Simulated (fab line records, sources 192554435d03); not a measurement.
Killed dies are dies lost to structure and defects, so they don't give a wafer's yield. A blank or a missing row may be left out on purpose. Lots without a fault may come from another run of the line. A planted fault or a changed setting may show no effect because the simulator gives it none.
One fault seen from 2 desks | flow n5_finfet | each desk has only its own numbers; what lay behind them comes last

THE TOOL OWNER'S DESK: ald_metal-04
The tool's own readings at N5_BEOL_M3_ALD_84 (deposits TaN, pulse time 2 s, purge time 3 s, co reactant purge time 2 s): means of the sampled wafers that have a number, for each lot that ran on this tool. A lot is out of limits, marked OUT, if its mean lies more than 4 standard deviations from the usual mean; the brackets give that distance.
Columns: A = chamber_pressure_Torr at N5_BEOL_M3_ALD_84, usual 3.000 Torr; B = heater_power_w at N5_BEOL_M3_ALD_84, usual 404 W; C = precursor_vessel_temp_c at N5_BEOL_M3_ALD_84, usual 74.99 C
lot  | first seen here | A     | B   | C
L822 | day 8 10:03     | 3.000 | 432 | 74.85
L824 | day 8 13:59     | 2.998 | 434 | 75.06
L832 | day 12 11:40    | 2.999 | 417 | 74.97
L833 | day 12 14:55    | 3.002 | 374 | 74.88
This desk's finding: nothing out of limits on any of the 4 lots.

THE METROLOGY DESK
What the gauges read, lot by lot, whatever tool the lot ran on: means of the sampled wafers that have a number. A lot is out of limits, marked OUT, if its mean lies more than 4 standard deviations from the usual mean; the brackets give that distance. Of its 13 readings 7 are shown: those that lie furthest out on some lot.
Columns: A = CHAIN_V2 at N5_BEOL_M4_RC_MEAS_101, usual 232 ohm/link; B = CHAIN_V2_max_site at N5_BEOL_M4_RC_MEAS_101, usual 240 ohm/link; C = DIBL_P at N5_BEOL_M4_RC_MEAS_101, usual 36.4 mV/V; D = ION_N at N5_BEOL_M4_RC_MEAS_101, usual 678 uA/um; E = SS_N at N5_BEOL_M4_RC_MEAS_101, usual 71.5 mV/dec; F = SS_P at N5_BEOL_M4_RC_MEAS_101, usual 73.4 mV/dec; G = VT_N at N5_BEOL_M4_RC_MEAS_101, usual 248.5 mV
lot  | first seen here | A   | B   | C    | D   | E    | F    | G
L822 | day 8 09:28     | 226 | 233 | 33.3 | 662 | 70.5 | 72.9 | 254.3
L824 | day 8 13:18     | 232 | 240 | 36.9 | 694 | 71.6 | 73.7 | 245.3
L825 | day 8 13:19     | 239 | 249 | 34.1 | 669 | 72.1 | 72.4 | 252.3
L830 | day 11 11:01    | 226 | 237 | 35.1 | 669 | 71.2 | 73.0 | 249.2
L832 | day 12 11:16    | 238 | 244 | 35.3 | 677 | 71.3 | 73.3 | 249.3
L833 | day 12 14:22    | 248 | 256 | 37.8 | 672 | 71.9 | 74.1 | 248.2
L841 | day 14 07:33    | 236 | 244 | 38.6 | 676 | 72.1 | 73.6 | 250.7
L843 | day 14 07:38    | 237 | 243 | 36.7 | 678 | 71.3 | 72.5 | 250.1
L842 | day 14 07:58    | 234 | 243 | 37.3 | 694 | 71.6 | 74.1 | 244.3
This desk's finding: nothing out of limits on any of the 9 lots.

PUT TOGETHER
The tool owner's desk saw nothing out of limits.
The metrology desk saw nothing out of limits.

WHAT THE SIMULATOR HAD PUT IN
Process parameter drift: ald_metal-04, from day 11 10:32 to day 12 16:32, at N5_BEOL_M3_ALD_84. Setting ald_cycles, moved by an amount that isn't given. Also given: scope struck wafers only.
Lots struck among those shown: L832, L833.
